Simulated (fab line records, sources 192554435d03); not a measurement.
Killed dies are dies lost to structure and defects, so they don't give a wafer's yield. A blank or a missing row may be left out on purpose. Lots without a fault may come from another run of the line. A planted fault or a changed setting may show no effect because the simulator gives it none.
A struck lot beside a sound one | flow n5_finfet | 42 steps out of a route of 1938
Sound: wafers L596.2, L596.3, L596.6. Struck: wafers L588.1, L588.5, L588.6. The cause comes at the end.
At each step with rows: each side's tool, then ch and its chambers, then its first start. Under that, the readings that differ: sound wafers | struck wafers | difference of the means | sigmas: that difference in standard deviations of wafers without a fault.
alike: readings whose means differ by less than 2 such deviations, and words and numbers that are the same on both sides. not compared: withheld readings, readings that some wafer has no value for, bounds like >300 that may hide the same value, and numbers for which the record gives no deviation and whose values overlap.
The two part at a step that has a row with sigmas, a row that says differs or no value, or rows on one side only. Numbers that don't overlap but have no deviation are shown without sigmas and don't part them. A reading that every wafer of one side lacks parts them only if that side has two wafers or more.

first, 11 steps without rows for these wafers: N5_BEOL_M4_DESCUM_33 (chemistry O2, time 7 s); N5_BEOL_M4_ETCH_77 (etches underlayer in N2/H2, target depth 6.5 nm, time 5.2 s); N5_BEOL_M4_ETCH_69 (etches SiARC in CF4, target depth 15.6 nm, time 26 s); N5_BEOL_M4_ALD_98 (deposits SiO2, target thk 2.5 nm, pulse time 1 s, co reactant pulse time 1 s); N5_BEOL_M4_ETCHBACK_99 (etches SiO2 in CHF3, target depth 5 nm, time 10.4 s); N5_BEOL_M4_ETCH_70 (etches SOC in N2/H2, target depth 80 nm, overetch 24 nm, time 130 s); N5_BEOL_M4_STRIP_71 (strips in N2/H2); N5_BEOL_M4_STRIP_78 (strips in N2/H2); N5_BEOL_M4_VIA_ETCH_34 (etches the open film in C4F6/O2, target depth 69.4 nm, time 65.9 s); N5_BEOL_M4_STRIP_83 (strips in C4F6/O2); N5_BEOL_M4_STRIP_36 (strips in N2/H2).
N5_BEOL_M4_TRENCH_ETCH_37: etches SiOC in C4F6/O2, target depth 55.555 nm, time 29.2 s.
  sound on rie_diel-02 ch 0,2,3, day 11 19:52; struck on rie_diel-01 ch 0,1,2, day 10 08:50
  reading                             | sound             | struck            | difference | sigmas
  rf_fwd_power_W (W)                  | 349.4 350.5 353.2 | 432.3 435.4 433.0 | +82.5      | +46
  rf_vpp_V (V)                        | 674 677 655       | 609 591 607       | -66        | -6
  model.etch.depth_nm (nm)            | 56.53 55.67 56.55 | 58.87 59.24 61.45 | +3.60      |
  model.BEOL_M4.feature_depth_nm (nm) | 56.6 55.6 56.6    | 58.8 59.2 61.4    | +3.5       |
  alike: drypump_motor_current_A, oes_ar_750_au, oes_product_au, showerhead_plenum_p_Torr, throttle_valve_pct
  not compared: rf_hours_counter_h
then, 2 steps without rows for these wafers: N5_BEOL_M4_ETCH_41 (etches SiCN in CH3F/O2, target depth 29.9 nm, time 52.5 s); N5_BEOL_M4_STRIP_97 (strips in N2/H2, time 10 s).
N5_BEOL_M4_OCD_MEAS_38:
  sound on ocd-02, day 11 20:01; struck on ocd-02, day 10 08:59
  reading              | sound          | struck         | difference | sigmas
  trench_depth_nm (nm) | 56.6 55.3 56.6 | 59.1 59.2 61.0 | +3.6       | +3
then, 25 steps without rows for these wafers: N5_BEOL_M4_HM_STRIP_39 (strips TiN in peroxide tin strip, target depth 25 nm, time 158 s); N5_BEOL_M4_SRD_40 (time 30 s); N5_BEOL_M4_PRECLEAN_42 (cleans in residue remover, time 60 s); N5_BEOL_M4_SRD_43 (time 30 s); N5_BEOL_M4_DEGAS_44 (time 60 s); N5_BEOL_M4_PRE_CLEAN_45 (time 30 s); N5_BEOL_M4_ALD_84 (deposits TaN, pulse time 2 s, purge time 3 s, co reactant purge time 2 s); N5_BEOL_M4_SURFACE_TREAT_85; N5_BEOL_M4_CVD_47 (deposits Co from CCTBA/H2, target thk 3 nm, time 223.8 s); N5_BEOL_M4_SPUTTER_48 (material Cu, target thk 4.5 nm, time 8.29 s); N5_BEOL_M4_ANNEAL_49 (time 240 s); N5_BEOL_M4_SPUTTER_79 (material Cu, target thk 4.5 nm, time 8.29 s); N5_BEOL_M4_ANNEAL_80 (time 240 s); N5_BEOL_M4_SPUTTER_81 (material Cu, target thk 4.5 nm, time 8.29 s); N5_BEOL_M4_ANNEAL_82 (time 240 s); N5_BEOL_M4_SPUTTER_86 (material Cu, target thk 4.5 nm, time 8.29 s); N5_BEOL_M4_ANNEAL_87 (time 240 s); N5_BEOL_M4_SPUTTER_88 (material Cu, target thk 4.5 nm, time 8.29 s); N5_BEOL_M4_ANNEAL_89 (time 240 s); N5_BEOL_M4_SPUTTER_90 (material Cu, target thk 4.5 nm, time 8.29 s); N5_BEOL_M4_ANNEAL_91 (time 240 s); N5_BEOL_M4_SPUTTER_92 (material Cu, target thk 4.5 nm, time 8.29 s); N5_BEOL_M4_ANNEAL_93 (time 240 s); N5_BEOL_M4_SPUTTER_94 (material Cu, target thk 4.5 nm, time 8.29 s); N5_BEOL_M4_ANNEAL_95 (time 240 s).
N5_BEOL_M4_CMP_52: polishes, stops on SiOC, t overpolish 6.8 s, target thk 40 nm.
  sound on cmp-04 ch 2,3, day 11 23:19; struck on cmp-03 ch 0,1,3, day 10 15:03
  alike: barrier_field_endpoint_s, motor_current_A, overpolish_run_s, time_to_endpoint_s
  not compared: model.Cu_of_BEOL_M4_ECD_50.thk_nm
N5_BEOL_M4_RC_MEAS_101:
  sound on prober-01 ch 0, day 12 00:03; struck on prober-01 ch 0, day 10 15:33
  alike: DIBL_N, DIBL_P, IOFF_N, IOFF_P, ION_N, ION_P, SS_N, SS_P, VT_N, VT_P

WHERE THEY PART
First at N5_BEOL_M4_TRENCH_ETCH_37; last, within this record, at N5_BEOL_M4_OCD_MEAS_38. Later steps at which nothing parts them and some readings are alike: N5_BEOL_M4_CMP_52, N5_BEOL_M4_RC_MEAS_101.

WHY: what the simulator had put in
Process parameter drift: rie_diel-01, from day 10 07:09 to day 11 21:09, at N5_BEOL_M4_TRENCH_ETCH_37. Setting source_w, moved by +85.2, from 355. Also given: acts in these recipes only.
